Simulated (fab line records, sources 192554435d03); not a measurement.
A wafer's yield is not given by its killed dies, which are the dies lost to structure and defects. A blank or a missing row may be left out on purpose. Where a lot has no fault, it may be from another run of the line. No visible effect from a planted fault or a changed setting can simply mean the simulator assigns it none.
A lot that was struck, set against a sound lot ; flow n5_finfet ; 25 steps out of a route of 1938
Sound: these wafers, L658.2, L658.3, L658.6. The struck wafers were L659.2, L659.4, L659.5. The cause is given at the end.
Order at every step that has rows: each side's tool, ch and its chambers, its first start. Under that, the readings that differ: sound wafers ; struck wafers ; difference of the means ; sigmas: that difference in standard deviations of wafers without a fault.
alike: words and numbers the same on both sides, and readings whose means are apart by under 2 such deviations; not compared: readings that were withheld, readings missing a value for some wafer, numbers with overlapping values and no deviation given by the record, and bounds like >300 which may hide the same value.
Wherever a step has rows on one side only, a row that says differs or no value, or a row with sigmas, the two part there. When numbers do not overlap yet have no deviation, they are printed without sigmas and do not part them. A reading that every wafer of one side lacks parts them only if that side has two wafers or more.

N5_BEOL_M7_THK_MEAS_53: measures by xrf.
  sound on film_metro-02, day 11 15:54; struck on film_metro-02, day 11 06:47
  alike: M7_THK
then, 1 step without rows for these wafers: N5_BEOL_M7_PRE_CLEAN_55 (time 15 s).
N5_BEOL_M7_DEP_56: deposits SiCN from 3MS/NH3, target thk 10 nm, time 17.5 s.
  sound on pecvd-01 ch 0,1,2, day 11 15:58; struck on pecvd-04 ch 0,1,2, day 11 06:52
  alike: showerhead_plenum_p_Torr, showerhead_vpp_V, throttle_valve_pct
N5_BEOL_M7_RS_MEAS_57: uses a four-point probe to measure.
  sound on film_metro-02, day 11 16:02; struck on film_metro-02, day 11 06:55
  alike: M7_RS
N5_BEOL_M7_INSPECT_58: inspects for defects (darkfield).
  sound on defect_inspect-02, day 11 16:04; struck on defect_inspect-01, day 11 06:57
  alike: raw_defect_count
N5_BEOL_M8_ILD_DEP_00: deposits SiCOH lowk from DEMS/porogen, target thk 179.75 nm, time 33.4 s.
  sound on pecvd-03 ch 0,1, day 11 16:05; struck on pecvd-03 ch 1, day 11 06:59
  alike: heater_power_w, showerhead_plenum_p_Torr, showerhead_vpp_V, throttle_valve_pct
N5_BEOL_M8_CURE_74: cures SiCOH lowk, time 240 s.
  sound on uv_cure-03 ch 2, day 11 16:14; struck on uv_cure-01 ch 1, day 11 07:09
  alike: lamp_power_pct, wafer_temp_C_max
N5_BEOL_M8_THK_MEAS_01:
  sound on film_metro-01, day 11 16:40; struck on film_metro-02, day 11 07:35
  alike: M8_ILD_THK
then, 4 steps without rows for these wafers: N5_BEOL_M8_PECVD_70 (deposits SiO2 from TEOS/O2, target thk 20 nm, time 22.7 s); N5_BEOL_M8_HM_DEP_02 (deposits TiN, target thk 20 nm); N5_BEOL_M8_COAT_59 (time 60 s, resist thk 100 nm); N5_BEOL_M8_COAT_60 (time 60 s, resist thk 35 nm).
N5_BEOL_M8_COAT_05: resist thk 90 nm.
  sound on litho_track-02 ch 0, day 11 18:35; struck on litho_track-03 ch 0, day 11 07:49
reading;sound;struck;difference;sigmas
spin_speed_rpm (rpm);1499.5 1499.7 1499.2;1675.0 1672.9 1674.2;+174.6;+99 or more
model.CAR-ArF_of_BEOL_M8_COAT_05.thk_nm (nm);90.4 90 90.4;85.4 85.2 85.6;-4.9;
then, 5 steps without rows for these wafers: N5_BEOL_M8_EBR_07; N5_BEOL_M8_SOFTBAKE_06 (time 60 s); N5_BEOL_M8_EXPOSE_08 (exposes mask M8); N5_BEOL_M8_PEB_09 (peb time 60 s); N5_BEOL_M8_DEVELOP_10 (develop time 30 s).
N5_BEOL_M8_CD_MEAS_11: target cd 38.5 nm.
  sound on cd_sem-03 ch 0, day 11 18:49; struck on cd_sem-03 ch 0, day 11 08:11
  alike: cd_nm
N5_BEOL_M8_OVL_MEAS_12:
  sound on overlay-01 ch 0, day 11 18:51; struck on overlay-01 ch 0, day 11 08:13
  alike: M8_OVL
N5_BEOL_M8_INSPECT_13: inspects for defects (brightfield).
  sound on defect_inspect-01, day 11 18:52; struck on defect_inspect-02, day 11 08:14
  alike: raw_defect_count
N5_BEOL_M8_DESCUM_16: chemistry O2, time 7.9 s.
  sound on rie_diel-03 ch 0,2, day 11 18:55; struck on rie_diel-06 ch 0,1, day 11 08:16
  alike: drypump_motor_current_A, oes_product_au, rf_vpp_V, showerhead_plenum_p_Torr, throttle_valve_pct
  not compared: rf_hours_counter_h
N5_BEOL_M8_ETCH_61: etches SiARC in CF4, target depth 45.5 nm, time 75.8 s.
  sound on rie_diel-03 ch 0,2, day 11 18:56; struck on rie_diel-06 ch 0,1, day 11 08:19
reading;sound;struck;difference;sigmas
model.CAR-ArF_of_BEOL_M8_COAT_05.thk_nm (nm);51.4 51 51.4;46.2 46 46.6;-5.0;
  alike: drypump_motor_current_A, etch_rf_on_time_s, oes_product_au, rf_vpp_V, showerhead_plenum_p_Torr, throttle_valve_pct
  not compared: rf_hours_counter_h
N5_BEOL_M8_ETCH_62: etches SOC in N2/H2, target depth 110 nm, overetch 22 nm, time 165 s.
  sound on rie_diel-03 ch 0,2, day 11 19:00; struck on rie_diel-06 ch 0,1, day 11 08:22
reading;sound;struck;difference;sigmas
oes_product_au (a.u.);0.59 0.81 0.80;0.57 0.57 0.65;-0.14;-2
showerhead_plenum_p_Torr (Torr);2.43 2.72 2.72;2.49 2.49 2.43;-0.15;-2
  alike: drypump_motor_current_A, rf_vpp_V, throttle_valve_pct
  not compared: rf_hours_counter_h
then, 1 step without rows for these wafers: N5_PASSIVATION_PROBE_49.

== WHERE THEY PART ==
Earliest at N5_BEOL_M8_COAT_05; latest, in this record, at N5_BEOL_M8_ETCH_62.

WHY: whatever the simulator had introduced
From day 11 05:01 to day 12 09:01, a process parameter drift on litho_track-03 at N5_BEOL_M8_COAT_05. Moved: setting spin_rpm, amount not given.
